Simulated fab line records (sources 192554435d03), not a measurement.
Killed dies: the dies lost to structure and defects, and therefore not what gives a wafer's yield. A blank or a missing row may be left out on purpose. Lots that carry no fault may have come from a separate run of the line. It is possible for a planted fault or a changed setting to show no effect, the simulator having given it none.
Split-lot study / flow n5_finfet / on a route of 1938 steps: 7 lots, 21 wafers read

ABOUT THE SPLIT
At N5_BEOL_M1_EXPOSE_08 (exposes mask M1), the setting dose_mj was moved away from the recipe's 33 on 10 of the 21 wafers read, by -7.0% to +3.0%. This setting was run at the recipe's value on the other wafers.

FROM THE SPLIT TO THE READING: what the file shows between them, 2 steps
- N5_BEOL_M1_PEB_09: peb time 60 s
- N5_BEOL_M1_DEVELOP_10: develop time 30 s

THE READING
At N5_BEOL_M1_CD_MEAS_11: cd_nm in nanometres, against a target cd of 17.05 nm. Typical for fault-free wafers on this fab line: 16.96 nm, with standard deviation 0.23 nm.

wafer=L076.1; tool, chamber at the split=euv_scanner-02, 0; dose_mj as run=33.99; against the recipe=+3.0%; cd_nm, nm=17.79; against lot-mates on the recipe=+1.08
wafer=L076.2; tool, chamber at the split=euv_scanner-02, 0; dose_mj as run=33.99; against the recipe=+3.0%; cd_nm, nm=17.99; against lot-mates on the recipe=+1.28
wafer=L076.3; tool, chamber at the split=euv_scanner-02, 0; dose_mj as run=33; against the recipe=recipe; cd_nm, nm=16.71; against lot-mates on the recipe=-
wafer=L077.1; tool, chamber at the split=euv_scanner-02, 0; dose_mj as run=30.68; against the recipe=-7.0%; cd_nm, nm=15.45; against lot-mates on the recipe=-1.47
wafer=L077.4; tool, chamber at the split=euv_scanner-02, 0; dose_mj as run=33; against the recipe=recipe; cd_nm, nm=16.92; against lot-mates on the recipe=-
wafer=L077.6; tool, chamber at the split=euv_scanner-02, 0; dose_mj as run=30.68; against the recipe=-7.0%; cd_nm, nm=15.14; against lot-mates on the recipe=-1.78
wafer=L080.2; tool, chamber at the split=euv_scanner-02, 0; dose_mj as run=31.79; against the recipe=-3.7%; cd_nm, nm=16.15; against lot-mates on the recipe=-0.41
wafer=L080.3; tool, chamber at the split=euv_scanner-02, 0; dose_mj as run=31.79; against the recipe=-3.7%; cd_nm, nm=16.10; against lot-mates on the recipe=-0.46
wafer=L080.5; tool, chamber at the split=euv_scanner-02, 0; dose_mj as run=33; against the recipe=recipe; cd_nm, nm=16.56; against lot-mates on the recipe=-
wafer=L083.2; tool, chamber at the split=euv_scanner-02, 0; dose_mj as run=33; against the recipe=recipe; cd_nm, nm=16.88; against lot-mates on the recipe=-
wafer=L083.4; tool, chamber at the split=euv_scanner-02, 0; dose_mj as run=33; against the recipe=recipe; cd_nm, nm=17.22; against lot-mates on the recipe=-
wafer=L083.6; tool, chamber at the split=euv_scanner-02, 0; dose_mj as run=33.96; against the recipe=+2.9%; cd_nm, nm=17.28; against lot-mates on the recipe=+0.23
wafer=L084.2; tool, chamber at the split=euv_scanner-01, 0; dose_mj as run=31.53; against the recipe=-4.5%; cd_nm, nm=16.01; against lot-mates on the recipe=-1.20
wafer=L084.4; tool, chamber at the split=euv_scanner-01, 0; dose_mj as run=33; against the recipe=recipe; cd_nm, nm=17.08; against lot-mates on the recipe=-
wafer=L084.6; tool, chamber at the split=euv_scanner-01, 0; dose_mj as run=33; against the recipe=recipe; cd_nm, nm=17.34; against lot-mates on the recipe=-
wafer=L093.1; tool, chamber at the split=euv_scanner-02, 0; dose_mj as run=31.18; against the recipe=-5.5%; cd_nm, nm=16.07; against lot-mates on the recipe=-0.81
wafer=L093.2; tool, chamber at the split=euv_scanner-02, 0; dose_mj as run=31.18; against the recipe=-5.5%; cd_nm, nm=15.89; against lot-mates on the recipe=-0.99
wafer=L093.4; tool, chamber at the split=euv_scanner-02, 0; dose_mj as run=33; against the recipe=recipe; cd_nm, nm=16.88; against lot-mates on the recipe=-
wafer=L094.2; tool, chamber at the split=euv_scanner-02, 0; dose_mj as run=33; against the recipe=recipe; cd_nm, nm=16.93; against lot-mates on the recipe=-
wafer=L094.3; tool, chamber at the split=euv_scanner-02, 0; dose_mj as run=33; against the recipe=recipe; cd_nm, nm=16.80; against lot-mates on the recipe=-
wafer=L094.4; tool, chamber at the split=euv_scanner-02, 0; dose_mj as run=33; against the recipe=recipe; cd_nm, nm=17.24; against lot-mates on the recipe=-

THE FIT
A straight line over all 21 wafers: cd_nm changes by +0.222 nm for each +1% of dose_mj; r = +0.95; the points scatter about the line by 0.23 nm.
The same after taking each lot's own level away (the mean of its wafers on the recipe; 21 wafers): +0.22 nm for each +1%; r = +0.93; scatter 0.27 nm.
Per that fit: largest dose_mj move, reading shift of 1.5 nm.
The span of the lots' own levels, 16.560 to 17.210 nm, comes to 2.8 times the standard deviation stated above.
The two slopes agree, so the slope changes little with the lot-to-lot level.
Check: -1.47 nm against its lot-mates is what the line predicts for one of the wafers moved furthest among these (-7.0%) when that wafer is left out of the fit. It came out at -1.47 nm against them.

FURTHER SPLITS ON THESE WAFERS
Other splits were also applied to these wafers ahead of the reading. Each is held against what the fit with the lots' levels taken away leaves over:
other split on the same wafers=N5_HKMG_FIN_ETCH_58 source_w; wafers away from the commonest value=4; r with cd_nm (lot level and that fit taken away)=+0.21
other split on the same wafers=N5_GATE_CUT_EXPOSE_10 dose_mj; wafers away from the commonest value=8; r with cd_nm (lot level and that fit taken away)=-0.07
other split on the same wafers=N5_GATE_CUT_DESCUM_18 time_s; wafers away from the commonest value=5; r with cd_nm (lot level and that fit taken away)=-0.23
other split on the same wafers=N5_BEOL_M0_SAQP_COAT_82 spin_rpm; wafers away from the commonest value=8; r with cd_nm (lot level and that fit taken away)=+0.06
other split on the same wafers=N5_BEOL_M0_SAQP_DEVELOP_13 develop_time_s; wafers away from the commonest value=9; r with cd_nm (lot level and that fit taken away)=-0.08
other split on the same wafers=N5_BEOL_M0_SAQP_ETCH_106 target_depth_a; wafers away from the commonest value=4; r with cd_nm (lot level and that fit taken away)=-0.27

THE WHOLE CHAIN: every reading that the file lists as answering this split, in the file's order
step=N5_BEOL_M1_CD_MEAS_11; what it does=target cd 17.05 nm; reading=cd_nm; change (the file's fit)=+0.211 nm for each +1% of the setting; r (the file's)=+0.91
step=N5_BEOL_M1_ETCH_74; what it does=etches underlayer in N2/H2, target depth 6.5 nm, time 5.2 s; reading=BEOL_M1.cd_offset_nm (the simulator's own value, which no gauge read); change (the file's fit)=+0.207 nm for each +1% of the setting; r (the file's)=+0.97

THE FILE'S OWN FIT
cd_nm changes by +0.211 nm for each +1% of dose_mj, r = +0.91.
